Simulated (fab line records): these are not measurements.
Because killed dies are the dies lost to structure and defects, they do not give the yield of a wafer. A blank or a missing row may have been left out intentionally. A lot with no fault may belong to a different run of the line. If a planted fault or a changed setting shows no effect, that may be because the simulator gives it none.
Which tool did it? | flow n5Finfet | 13 lots, 39 wafers sampled, at 5 steps of a route of 1938

## WHAT THE GAUGES SHOWED, per wafer
N5_BEOL_M4_RC_MEAS_101.
lot  | measured     | on        | DIBL_N (mV/V)  | DIBL_P (mV/V)  | EOT_N             | EOT_P             | IGATE_N (nA/um)      | IGATE_P (nA/um)      | IOFF_N (nA/um)    | IOFF_P (nA/um) | ION_N (uA/um) | ION_P (uA/um) | SS_N (mV/dec)  | SS_P (mV/dec)  | VT_N (mV)         | VT_P (mV)
L521 | day 7 17:38  | prober-01 | 35.5 34.1 34.8 | 35.6 33.7 34.4 | 10.54 10.60 10.67 | 10.46 10.53 10.58 | 0.0127 0.0113 0.0105 | 0.0037 0.0033 0.0031 | 0.172 0.148 0.159 | 0.26 0.23 0.24 | 685 678 681   | 473 478 474   | 71.3 71.3 71.0 | 73.5 73.0 72.9 | 250.0 248.9 248.9 | -243 -246 -244
L522 | day 8 04:54  | prober-01 | 34.3 38.8 36.5 | 33.6 39.7 35.2 | 10.59 10.63 10.36 | 10.69 10.51 10.31 | 0.0081 0.0105 0.0133 | 0.0024 0.0032 0.0040 | 0.129 0.233 0.155 | 0.19 0.29 0.22 | 660 687 672   | 462 468 457   | 71.6 72.8 72.1 | 72.8 74.8 73.3 | 250.5 243.2 251.0 | -248 -244 -247
L523 | day 9 00:26  | prober-01 | 34.8 36.4 32.5 | 34.6 37.3 32.9 | 10.51 10.52 10.50 | 10.50 10.53 10.51 | 0.0110 0.0118 0.0123 | 0.0034 0.0037 0.0038 | 0.127 0.172 0.114 | 0.20 0.26 0.19 | 660 683 669   | 460 474 470   | 71.4 71.5 70.7 | 71.7 73.3 72.3 | 253.8 250.2 250.5 | -248 -246 -247
L525 | day 9 12:25  | prober-02 | 37.0 35.1 34.3 | 38.7 36.5 35.6 | 10.56 10.45 10.50 | 10.48 10.38 10.47 | 0.0104 0.0131 0.0111 | 0.0031 0.0040 0.0033 | 0.187 0.160 0.139 | 0.24 0.20 0.18 | 680 680 673   | 455 468 459   | 72.2 71.6 71.5 | 74.2 73.1 73.1 | 246.1 248.8 249.6 | -249 -253 -255
L527 | day 9 05:35  | prober-01 | 35.8 37.2 35.4 | 37.4 38.3 36.6 | 10.37 10.49 10.40 | 10.40 10.40 10.40 | 0.0151 0.0117 0.0136 | 0.0046 0.0036 0.0041 | 0.168 0.183 0.158 | 0.24 0.24 0.21 | 689 681 666   | 473 463 459   | 71.4 71.7 70.7 | 73.3 73.6 73.8 | 248.0 246.9 249.3 | -249 -247 -252
L529 | day 10 06:41 | prober-02 | 36.4 34.8 36.5 | 37.4 35.2 36.9 | 10.59 10.45 10.45 | 10.44 10.50 10.44 | 0.0139 0.0138 0.0146 | 0.0041 0.0040 0.0043 | 0.167 0.132 0.172 | 0.19 0.16 0.20 | 688 673 679   | 457 456 463   | 70.5 71.3 70.6 | 74.0 73.0 73.3 | 249.1 249.8 248.2 | -254 -256 -251
L530 | day 10 05:20 | prober-02 | 35.6 35.7 36.2 | 34.3 35.1 34.6 | 10.66 10.62 10.67 | 10.55 10.64 10.42 | 0.0112 0.0098 0.0137 | 0.0034 0.0030 0.0041 | 0.140 0.142 0.146 | 0.19 0.19 0.19 | 666 663 670   | 456 457 462   | 71.3 70.9 71.1 | 72.4 72.9 72.4 | 253.3 251.2 250.4 | -252 -250 -250
L532 | day 10 16:13 | prober-01 | 35.7 32.5 36.7 | 36.3 31.9 37.0 | 10.70 10.62 10.53 | 10.59 10.67 10.46 | 0.0098 0.0103 0.0123 | 0.0030 0.0031 0.0037 | 0.153 0.104 0.161 | 0.19 0.14 0.20 | 676 658 663   | 455 448 452   | 70.7 70.6 71.4 | 74.0 72.7 74.8 | 248.6 258.3 250.6 | -255 -257 -255
L533 | day 11 10:02 | prober-02 | 38.3 35.8 36.1 | 39.4 36.3 36.8 | 10.58 10.40 10.56 | 10.50 10.36 10.40 | 0.0118 0.0162 0.0138 | 0.0035 0.0048 0.0041 | 0.204 0.158 0.169 | 0.25 0.20 0.21 | 676 686 687   | 464 466 463   | 72.0 71.6 71.7 | 73.9 72.9 72.5 | 243.8 248.7 245.5 | -250 -250 -251
L534 | day 11 10:28 | prober-01 | 37.2 33.9 36.1 | 37.7 32.7 35.5 | 10.62 10.57 10.64 | 10.65 10.72 10.64 | 0.0091 0.0096 0.0098 | 0.0027 0.0029 0.0029 | 0.182 0.125 0.163 | 0.26 0.18 0.21 | 679 672 674   | 476 458 461   | 71.4 71.0 71.4 | 73.8 72.8 73.1 | 245.9 253.8 249.0 | -247 -249 -250
L536 | day 11 15:05 | prober-02 | 33.7 34.5 34.4 | 34.0 34.6 35.7 | 9.86 10.37 10.26  | 9.82 10.41 10.26  | 0.0802 0.0133 0.0175 | 0.0236 0.0039 0.0051 | 0.123 0.142 0.152 | 0.15 0.16 0.17 | 663 669 681   | 460 453 458   | 70.8 70.9 71.0 | 72.9 73.3 72.9 | 250.7 250.4 247.1 | -256 -254 -254
L543 | day 13 21:41 | prober-01 | 36.2 35.4 34.2 | 37.0 37.1 34.5 | 10.70 10.45 10.55 | 10.69 10.47 10.47 | 0.0096 0.0130 0.0126 | 0.0029 0.0039 0.0038 | 0.186 0.171 0.136 | 0.23 0.22 0.18 | 670 690 660   | 458 465 451   | 72.1 71.6 71.1 | 73.9 74.4 72.8 | 245.1 248.0 251.7 | -248 -250 -253
L544 | day 14 04:16 | prober-02 | 36.1 35.0 38.2 | 36.2 35.4 39.4 | 10.38 10.39 10.38 | 10.44 10.30 10.34 | 0.0122 0.0158 0.0133 | 0.0037 0.0047 0.0040 | 0.149 0.136 0.190 | 0.18 0.17 0.24 | 665 678 675   | 456 459 462   | 71.0 70.9 71.5 | 72.9 73.7 74.2 | 252.6 253.1 249.5 | -253 -255 -248

## WHICH TOOL RAN EACH LOT (tool, then ch and the chambers of the sampled wafers, then the start)
lot  | N5_HKMG_FIN_ETCH_31              | N5_HKMG_FIN_ETCH_35              | N5_HKMG_FIN_ALD_91                | N5_HKMG_FIN_NWFM_ALD_20
L521 | rieDiel-05 ch 0,2,3, day 4 08:16 | rieDiel-05 ch 0,2,3, day 4 08:32 | aldMetal-03 ch 0,2,3, day 4 09:13 | aldMetal-01 ch 0,1, day 4 10:11
L522 | rieDiel-06 ch 0,1,2, day 4 15:17 | rieDiel-06 ch 0,1,2, day 4 15:33 | aldMetal-03 ch 0,2,3, day 4 16:13 | aldMetal-01 ch 1,3, day 4 17:12
L523 | rieDiel-05 ch 0,1,2, day 4 17:26 | rieDiel-05 ch 0,1,2, day 4 17:43 | aldMetal-01 ch 0,3, day 4 18:23   | aldMetal-02 ch 0,2,3, day 4 19:22
L525 | rieDiel-01 ch 0,3, day 5 10:56   | rieDiel-01 ch 0,3, day 5 11:12   | aldMetal-03 ch 0,2,3, day 5 11:53 | aldMetal-01 ch 0,1,2, day 5 12:51
L527 | rieDiel-05 ch 0,1,3, day 5 18:59 | rieDiel-05 ch 0,1,3, day 5 19:15 | aldMetal-03 ch 0,2,3, day 5 19:56 | aldMetal-02 ch 0,1,2, day 5 20:59
L529 | rieDiel-05 ch 0,1, day 6 06:48   | rieDiel-05 ch 0,1, day 6 07:04   | aldMetal-02 ch 0,1,3, day 6 07:45 | aldMetal-01 ch 1,2, day 6 08:43
L530 | rieDiel-01 ch 0,1, day 6 10:13   | rieDiel-01 ch 0,1, day 6 10:28   | aldMetal-01 ch 0,2,3, day 6 11:09 | aldMetal-03 ch 2,3, day 6 12:07
L532 | rieDiel-05 ch 0,3, day 7 00:50   | rieDiel-05 ch 0,3, day 7 01:06   | aldMetal-01 ch 0,1, day 7 01:46   | aldMetal-01 ch 0,1, day 7 02:45
L533 | rieDiel-06 ch 0,1,2, day 7 04:53 | rieDiel-06 ch 0,1,2, day 7 05:08 | aldMetal-01 ch 0,1, day 7 05:49   | aldMetal-03 ch 0,2,3, day 7 06:47
L534 | rieDiel-05 ch 0,1,2, day 7 09:55 | rieDiel-05 ch 0,1,2, day 7 10:11 | aldMetal-02 ch 0,1,2, day 7 10:52 | aldMetal-01 ch 0,2,3, day 7 11:50
L536 | rieDiel-06 ch 1,2, day 8 00:28   | rieDiel-06 ch 1,2, day 8 00:43   | aldMetal-01 ch 2,3, day 8 01:26   | aldMetal-03 ch 0,1,2, day 8 02:24
L543 | rieDiel-01 ch 1,2,3, day 9 17:29 | rieDiel-01 ch 1,2,3, day 9 17:46 | aldMetal-02 ch 1,2,3, day 9 18:36 | aldMetal-01 ch 1,3, day 9 19:37
L544 | rieDiel-05 ch 0,1,3, day 9 22:12 | rieDiel-05 ch 0,1,3, day 9 22:28 | aldMetal-01 ch 1,3, day 9 23:08   | aldMetal-03 ch 0,2,3, day 10 00:14
- N5_HKMG_FIN_ETCH_31: etches SiARC in CF4, target depth 45.5 nm, time 75.8 s.
- N5_HKMG_FIN_ETCH_35: etches SOC in N2/H2, target depth 215.8 nm, time 243.4 s.
- N5_HKMG_FIN_ALD_91: deposits TiN, target thk 1 nm, pulse time 1 s, purge time 3 s.
- N5_HKMG_FIN_NWFM_ALD_20: deposits TiAlC, target thk 2 nm, pulse time 3 s, purge time 2 s.

## WHAT THE TOOLS THEMSELVES READ (means of the sampled wafers that have a number; where no wafer has one, the mark that the record gives instead)
N5_HKMG_FIN_ETCH_31.
lot  | tool       | drypumpMotorCurrentA (A) | etchRfOnTimeS (s) | oesProductAu (a.u.) | rfVppV (V) | showerheadPlenumPTorr (Torr) | throttleValvePct (%)
L521 | rieDiel-05 | 5.3                      | 76.9              | 0.64                | 183.5      | 2.06                         | 15.68
L522 | rieDiel-06 | 5.8                      | 74.8              | 0.65                | 183.4      | 2.14                         | 15.70
L523 | rieDiel-05 | 5.8                      | 76.4              | 0.62                | 183.0      | 2.02                         | 15.82
L525 | rieDiel-01 | 5.4                      | 77.1              | 0.68                | 184.7      | 2.16                         | 15.40
L527 | rieDiel-05 | 5.7                      | 77.0              | 0.62                | 182.8      | 2.05                         | 15.84
L529 | rieDiel-05 | 5.7                      | 76.3              | 0.63                | 182.2      | 2.00                         | 15.89
L530 | rieDiel-01 | 5.7                      | 76.7              | 0.67                | 183.8      | 2.15                         | 15.52
L532 | rieDiel-05 | 5.2                      | 76.5              | 0.65                | 182.6      | 2.03                         | 15.77
L533 | rieDiel-06 | 5.8                      | 76.1              | 0.63                | 183.9      | 2.13                         | 15.74
L534 | rieDiel-05 | 5.8                      | 76.3              | 0.70                | 182.5      | 2.10                         | 15.70
L536 | rieDiel-06 | 5.7                      | 73.3              | 0.62                | 182.7      | 2.10                         | 15.90
L543 | rieDiel-01 | 5.9                      | 77.1              | 0.59                | 184.4      | 2.15                         | 15.76
L544 | rieDiel-05 | 5.7                      | 74.5              | 0.69                | 183.2      | 2.13                         | 15.76

N5_HKMG_FIN_ETCH_35.
lot  | tool       | drypumpMotorCurrentA (A) | oesProductAu (a.u.) | rfVppV (V) | showerheadPlenumPTorr (Torr) | throttleValvePct (%)
L521 | rieDiel-05 | 5.3                      | 0.74                | 140.2      | 2.43                         | 17.91
L522 | rieDiel-06 | 5.8                      | 0.75                | 141.1      | 2.54                         | 18.01
L523 | rieDiel-05 | 5.8                      | 0.73                | 139.9      | 2.40                         | 18.11
L525 | rieDiel-01 | 5.4                      | 0.80                | 141.6      | 2.57                         | 17.65
L527 | rieDiel-05 | 5.7                      | 0.73                | 140.9      | 2.43                         | 18.09
L529 | rieDiel-05 | 5.7                      | 0.74                | 140.0      | 2.38                         | 18.25
L530 | rieDiel-01 | 5.7                      | 0.78                | 142.1      | 2.57                         | 17.78
L532 | rieDiel-05 | 5.2                      | 0.75                | 140.3      | 2.41                         | 18.05
L533 | rieDiel-06 | 5.8                      | 0.74                | 141.6      | 2.53                         | 18.04
L534 | rieDiel-05 | 5.8                      | 0.82                | 140.7      | 2.50                         | 18.03
L536 | rieDiel-06 | 5.7                      | 0.81                | 140.8      | 2.48                         | 18.22
L543 | rieDiel-01 | 6.0                      | 0.69                | 141.4      | 2.55                         | 17.96
L544 | rieDiel-05 | 5.7                      | 0.80                | 141.7      | 2.52                         | 18.02

N5_HKMG_FIN_ALD_91.
lot  | tool        | heaterPowerW (W) | precursorPulseHeightRel
L521 | aldMetal-03 | 903              | 1.010
L522 | aldMetal-03 | 903              | 1.008
L523 | aldMetal-01 | 837              | 1.000
L525 | aldMetal-03 | 900              | 1.009
L527 | aldMetal-03 | 895              | 0.997
L529 | aldMetal-02 | 894              | 1.001
L530 | aldMetal-01 | 802              | 1.017
L532 | aldMetal-01 | 784              | 1.010
L533 | aldMetal-01 | 791              | 0.992
L534 | aldMetal-02 | 845              | 0.993
L536 | aldMetal-01 | 746              | 0.992
L543 | aldMetal-02 | 919              | 1.000
L544 | aldMetal-01 | 747              | 1.001

N5_HKMG_FIN_NWFM_ALD_20.
lot  | tool        | heaterPowerW (W) | precursorPulseHeightRel
L521 | aldMetal-01 | 442              | 0.993
L522 | aldMetal-01 | 417              | 1.025
L523 | aldMetal-02 | 467              | 1.020
L525 | aldMetal-01 | 435              | 1.002
L527 | aldMetal-02 | 467              | 0.973
L529 | aldMetal-01 | 400              | 1.009
L530 | aldMetal-03 | 525              | 1.002
L532 | aldMetal-01 | 466              | 0.984
L533 | aldMetal-03 | 511              | 1.002
L534 | aldMetal-01 | 450              | 1.003
L536 | aldMetal-03 | 508              | 0.990
L543 | aldMetal-01 | 415              | 0.999
L544 | aldMetal-03 | 499              | 1.012

## THE ANSWER, worked out from the rows above alone
Rule: the lots themselves supply what counts as usual. Put in order of their means at a reading, lots are off if they are a third of the lots or fewer, leave a main group of 4 or more, and stand apart from it by a gap of 3 or more times the standard deviation of the main group's means; of several such gaps the widest counts. Not used: any main group whose means are identical at the precision the tables above print for the reading. Also off: a lot with no number at a reading for which 4 or more lots have one. Any other lot the step has rows for is counted as sound. After the gauges, taken in route order, come the tools' own readings; for these a lot's mean is taken, as printed above. At the first step where some lot is off, the reading lying furthest off is the one used; lots without a number count as furthest.
Off: L536, seen at N5_BEOL_M4_RC_MEAS_101 (IGATE_P). Main group: mean 0.0036 nA/um, sd 0.00041.
If a tool, at a process step before that reading, ran all the lots that are off and no sound lot after the first of them, it fits. The gauges at N5_BEOL_M4_RC_MEAS_101 aren't tried: what is off there is off at N5_HKMG_FIN_ETCH_31 too, on other tools, and a gauge's error can't cause that. One fits: rieDiel-06 at N5_HKMG_FIN_ETCH_31 and N5_HKMG_FIN_ETCH_35. At N5_HKMG_FIN_ETCH_31 its last sound lot is L533 (day 7 04:53), its first lot that is off L536 (day 8 00:28): a fault that began between those two fits.

## WHAT HAD BEEN PUT IN BY THE SIMULATOR
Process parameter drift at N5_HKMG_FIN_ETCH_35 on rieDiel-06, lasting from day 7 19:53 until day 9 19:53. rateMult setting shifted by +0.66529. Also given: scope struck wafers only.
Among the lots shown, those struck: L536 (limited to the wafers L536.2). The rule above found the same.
